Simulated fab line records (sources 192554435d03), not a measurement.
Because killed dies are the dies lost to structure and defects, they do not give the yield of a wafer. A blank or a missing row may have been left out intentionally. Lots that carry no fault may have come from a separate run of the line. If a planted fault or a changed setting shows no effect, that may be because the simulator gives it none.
Split-lot study || flow n5_finfet || 21 wafers read from 7 lots, route of 1938 steps

THE SPLIT
At N5_MOL_CONTACT_COAG_PECVD_31 (deposits SiO2 from TEOS/O2, target thk 46 nm, time 8.9 s), the setting time_s was moved away from the recipe's 8.9 s on 7 of the 21 wafers read, by -11.3% to +13.8%. This setting was run at the recipe's value on the other wafers.

FROM THE SPLIT TO THE READING: what the file shows between them, 4 steps
- N5_MOL_CONTACT_COAG_COAT_75: time 60 s, resist thk 60 nm
- N5_MOL_CONTACT_COAG_COAT_76: time 60 s, resist thk 10 nm
- N5_MOL_CONTACT_COAG_ETCHBACK_135: etches SiO2 in CHF3, target depth 25 nm, time 16.7 s
- N5_MOL_CONTACT_COAG_STRIP_118: strips in CHF3

THE READING
etch.depth_nm (the simulator's own value, which no gauge read), in nm, at N5_MOL_CONTACT_COAG_VIA_ETCH_46 (etches SiO2 in C4F6/O2, target depth 46 nm, overetch 9.2 nm, time 40 s). The file gives no usual value for it. Here, 14 wafers ran the recipe; their average is 45.97 nm with a standard deviation of 0.55 nm.

{"wafer": "L074.1", "tool, chamber at the split": "pecvd-04, 1", "time_s as run, s": 10.13, "against the recipe": "+13.8%", "etch.depth_nm, nm": 51.06, "against lot-mates on the recipe": "no lot-mate on the recipe"}
{"wafer": "L074.2", "tool, chamber at the split": "pecvd-04, 2,0", "time_s as run, s": 10.13, "against the recipe": "+13.8%", "etch.depth_nm, nm": 51.44, "against lot-mates on the recipe": "no lot-mate on the recipe"}
{"wafer": "L074.3", "tool, chamber at the split": "pecvd-04, 2,0", "time_s as run, s": 10.13, "against the recipe": "+13.8%", "etch.depth_nm, nm": 51.35, "against lot-mates on the recipe": "no lot-mate on the recipe"}
{"wafer": "L077.3", "tool, chamber at the split": "pecvd-02, 0", "time_s as run, s": 8.9, "against the recipe": "recipe", "etch.depth_nm, nm": 46.19, "against lot-mates on the recipe": "-"}
{"wafer": "L077.4", "tool, chamber at the split": "pecvd-02, 2,1", "time_s as run, s": 8.9, "against the recipe": "recipe", "etch.depth_nm, nm": 46.61, "against lot-mates on the recipe": "-"}
{"wafer": "L077.5", "tool, chamber at the split": "pecvd-02, 2,1", "time_s as run, s": 8.9, "against the recipe": "recipe", "etch.depth_nm, nm": 46.52, "against lot-mates on the recipe": "-"}
{"wafer": "L078.1", "tool, chamber at the split": "pecvd-04, 2", "time_s as run, s": 8.9, "against the recipe": "recipe", "etch.depth_nm, nm": 44.96, "against lot-mates on the recipe": "-"}
{"wafer": "L078.3", "tool, chamber at the split": "pecvd-04, 1", "time_s as run, s": 8.9, "against the recipe": "recipe", "etch.depth_nm, nm": 45.7, "against lot-mates on the recipe": "-"}
{"wafer": "L078.5", "tool, chamber at the split": "pecvd-04, 0", "time_s as run, s": 8.9, "against the recipe": "recipe", "etch.depth_nm, nm": 46.29, "against lot-mates on the recipe": "-"}
{"wafer": "L080.1", "tool, chamber at the split": "pecvd-01, 1", "time_s as run, s": 7.893, "against the recipe": "-11.3%", "etch.depth_nm, nm": 40.23, "against lot-mates on the recipe": -6.14}
{"wafer": "L080.2", "tool, chamber at the split": "pecvd-01, 0", "time_s as run, s": 8.9, "against the recipe": "recipe", "etch.depth_nm, nm": 46.37, "against lot-mates on the recipe": "-"}
{"wafer": "L080.3", "tool, chamber at the split": "pecvd-01, 2", "time_s as run, s": 7.893, "against the recipe": "-11.3%", "etch.depth_nm, nm": 41.18, "against lot-mates on the recipe": -5.19}
{"wafer": "L084.4", "tool, chamber at the split": "pecvd-02, 0", "time_s as run, s": 8.9, "against the recipe": "recipe", "etch.depth_nm, nm": 46.52, "against lot-mates on the recipe": "-"}
{"wafer": "L084.5", "tool, chamber at the split": "pecvd-02, 1", "time_s as run, s": 9.343, "against the recipe": "+5.0%", "etch.depth_nm, nm": 48.33, "against lot-mates on the recipe": "+2.11"}
{"wafer": "L084.6", "tool, chamber at the split": "pecvd-02, 2", "time_s as run, s": 8.9, "against the recipe": "recipe", "etch.depth_nm, nm": 45.92, "against lot-mates on the recipe": "-"}
{"wafer": "L088.1", "tool, chamber at the split": "pecvd-01, 2", "time_s as run, s": 8.9, "against the recipe": "recipe", "etch.depth_nm, nm": 45.85, "against lot-mates on the recipe": "-"}
{"wafer": "L088.2", "tool, chamber at the split": "pecvd-01, 1", "time_s as run, s": 10.12, "against the recipe": "+13.7%", "etch.depth_nm, nm": 51.34, "against lot-mates on the recipe": "+5.18"}
{"wafer": "L088.5", "tool, chamber at the split": "pecvd-01, 0", "time_s as run, s": 8.9, "against the recipe": "recipe", "etch.depth_nm, nm": 46.47, "against lot-mates on the recipe": "-"}
{"wafer": "L096.2", "tool, chamber at the split": "pecvd-04, 2", "time_s as run, s": 8.9, "against the recipe": "recipe", "etch.depth_nm, nm": 45.1, "against lot-mates on the recipe": "-"}
{"wafer": "L096.3", "tool, chamber at the split": "pecvd-04, 1", "time_s as run, s": 8.9, "against the recipe": "recipe", "etch.depth_nm, nm": 45.08, "against lot-mates on the recipe": "-"}
{"wafer": "L096.6", "tool, chamber at the split": "pecvd-04, 2", "time_s as run, s": 8.9, "against the recipe": "recipe", "etch.depth_nm, nm": 46.03, "against lot-mates on the recipe": "-"}
If several chambers appear in one row, that row covers several wafers at once and the file leaves open which wafer was in which chamber.

FIT RESULTS
A straight line over all 21 wafers: etch.depth_nm changes by +0.412 nm for each +1% of time_s; r = +0.98; the points scatter about the line by 0.56 nm.
The same after taking each lot's own level away (the mean of its wafers on the recipe; 18 wafers): +0.446 nm for each +1%; r = +0.98; scatter 0.48 nm.
The reading moves by 6.2 nm for the largest change in time_s, on that fit.
Measured against the standard deviation above, the lots' own levels, which go from 45.403 to 46.440 nm, span 1.9 times it.
Hence the lot-to-lot level has little effect on the slope; both slopes agree.
Check: for one of the wafers moved furthest among these (+13.7%), held out of the fit, the line's prediction against its lot-mates is +6.71 nm. Against them it came out at +5.18 nm.

FURTHER SPLITS ON THESE WAFERS
These wafers also went through other splits before the reading. Each is held against what the fit with the lots' levels taken away leaves over:
{"other split on the same wafers": "N5_HKMG_FIN_PEB_47 peb_time_s", "wafers away from the commonest value": 5, "r with etch.depth_nm (lot level and that fit taken away)": -0.13}

THE WHOLE CHAIN: every reading that the file lists as answering this split, in the file's order
{"step": "N5_MOL_CONTACT_COAG_PECVD_31", "what it does": "deposits SiO2 from TEOS/O2, target thk 46 nm, time 8.9 s", "reading": "SiO2_of_MOL_CONTACT_COAG_PECVD_31.thk_nm (the simulator's own value, which no gauge read)", "change (the file's fit)": "+0.433 nm for each +1% of the setting", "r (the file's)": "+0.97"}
{"step": "N5_MOL_CONTACT_COAG_VIA_ETCH_46", "what it does": "etches SiO2 in C4F6/O2, target depth 46 nm, overetch 9.2 nm, time 40 s", "reading": "etch.depth_nm (the simulator's own value, which no gauge read)", "change (the file's fit)": "+0.427 nm for each +1% of the setting", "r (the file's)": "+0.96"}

THE FILE'S OWN FIT
etch.depth_nm changes by +0.427 nm for each +1% of time_s, r = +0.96.
